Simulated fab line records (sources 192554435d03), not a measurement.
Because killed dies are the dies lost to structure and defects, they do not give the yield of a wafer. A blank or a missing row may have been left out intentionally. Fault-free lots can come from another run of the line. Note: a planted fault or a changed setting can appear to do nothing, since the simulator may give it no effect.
A lot that was struck, set against a sound lot || flow n5_finfet || 25 out of 1938 route steps
Sound: the wafers L467.2, L467.4, L467.6. Struck: wafers L470.1, L470.3, L470.4. Last of all comes the cause.
Per side, at each step with rows, come the tool, then ch with its chambers, and then its first start. Under that, the readings that differ: sound wafers || struck wafers || difference of the means || sigmas: that difference in standard deviations of wafers without a fault.
alike: readings whose means differ by less than 2 such deviations, and words and numbers that are the same on both sides. not compared: withheld readings, readings that some wafer has no value for, bounds like >300 that may hide the same value, and numbers for which the record gives no deviation and whose values overlap.
The two part at a step that has a row with sigmas, a row that says differs or no value, or rows on one side only. Numbers that don't overlap but have no deviation are shown without sigmas and don't part them. A reading missing from all wafers of one side parts the sides only when that side holds two or more wafers.

first, 11 steps without rows for these wafers: N5_BEOL_M15_VIA_ETCH_16 (etches SiO2 in C4F8/O2/Ar, target depth 1792.2 nm); N5_BEOL_M15_STRIP_63 (strips in O2); N5_BEOL_M15_STRIP_64 (strips in O2); N5_BEOL_M15_STRIP_65 (strips in post etch residue remover, time 60 s); N5_BEOL_M15_SRD_66 (time 30 s, dry time 30 s); N5_BEOL_M15_COAT_56 (time 60 s, resist thk 550 nm); N5_BEOL_M15_ETCH_57 (etches SOC in N2/H2, time 750 s); N5_BEOL_M15_COAT_60 (time 60 s, resist thk 89 nm); N5_BEOL_M15_COAT_22 (resist thk 800 nm); N5_BEOL_M15_EBR_24; N5_BEOL_M15_SOFTBAKE_23 (time 60 s).
N5_BEOL_M15_EXPOSE_25: exposes mask M15, target cd 400 nm.
  sound on krf_scanner-02 ch 0, day 17 04:01; struck on krf_scanner-01 ch 0, day 17 17:50
{"reading": "exposure_dose_mJ_cm2", "sound": "35.51 35.48 35.47", "struck": "33.57 33.59 33.60", "difference": -1.90, "sigmas": -49}
  alike: mask
then, 3 steps without rows for these wafers: N5_BEOL_M15_PEB_26 (peb time 90 s); N5_BEOL_M15_DEVELOP_27 (develop time 45 s); N5_BEOL_M15_HARDBAKE_32 (time 120 s).
N5_BEOL_M15_CD_MEAS_28 targets a cd of 407.6 nm.
  sound on cd_sem-02 ch 0, day 17 04:11; struck on cd_sem-03 ch 0, day 17 18:00
{"reading": "cd_nm (nm)", "sound": "409.2 407.4 407.7", "struck": "396.4 399.2 395.4", "difference": -11.1, "sigmas": -5}
N5_BEOL_M15_DESCUM_33: chemistry O2, time 7.9 s.
  sound on rie_diel-04 ch 1,2, day 17 04:16; struck on rie_diel-01 ch 0,1,3, day 17 20:18
{"reading": "model.BEOL_M15.cd_nm (nm)", "sound": "409.2 407.8 407.6", "struck": "396.4 399 395.6", "difference": -11.2, "sigmas": ""}
  alike: drypump_motor_current_A, oes_product_au, rf_vpp_V, showerhead_plenum_p_Torr, throttle_valve_pct
  not compared: rf_hours_counter_h
then, 5 steps without rows for these wafers: N5_BEOL_M15_ETCH_61 (etches BARC in N2/H2, target depth 89 nm, overetch 26.7 nm, time 67.9 s); N5_BEOL_M15_TRENCH_ETCH_34 (etches SiO2 in C4F8/O2/Ar, target depth 872.93 nm, time 199 s); N5_BEOL_M15_STRIP_36 (strips in O2); N5_BEOL_M15_STRIP_62 (strips in O2); N5_BEOL_M15_STRIP_37 (strips in O2).
N5_BEOL_M15_ETCH_38: etches SiCN in CF4/N2, target depth 106.4 nm, time 120.5 s.
  sound on rie_diel-01 ch 0,2,3; struck on rie_diel-04 ch 1,3
{"reading": "model.BEOL_M15.cd_nm (nm)", "sound": "401.6 399.6 399.2", "struck": "389 392.6 388.8", "difference": -10, "sigmas": ""}
  alike: drypump_motor_current_A, oes_product_au, rf_vpp_V, showerhead_plenum_p_Torr, throttle_valve_pct
  not compared: rf_hours_counter_h
then, 1 step without rows for these wafers: N5_BEOL_M15_PRECLEAN_39 (cleans in residue remover, time 60 s).
N5_PASSIVATION_PROBE_49:
  sound on prober-01, day 18 01:53; struck on prober-02, day 18 14:52
{"reading": "killed_at_M0_to_M3", "sound": "33 34 20", "struck": "44 53 77", "difference": "+29", "sigmas": "+3"}
  alike: defect_limited_yield, killed_at_M4_up, killed_at_contacts, killed_at_front_end, killed_at_other, killed_dies, killed_open, killed_short, sort_bin_5_function, sort_bin_6_memory, sort_bin_8_speed, sort_n_pass, sort_yield_pct

## WHERE THEY PART
First at N5_BEOL_M15_EXPOSE_25; last, within this record, at N5_PASSIVATION_PROBE_49.

WHY: the cause the simulator had injected
Process parameters drifting: krf_scanner-01 at N5_BEOL_M15_EXPOSE_25, beginning at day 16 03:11. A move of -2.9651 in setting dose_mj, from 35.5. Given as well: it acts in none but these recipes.
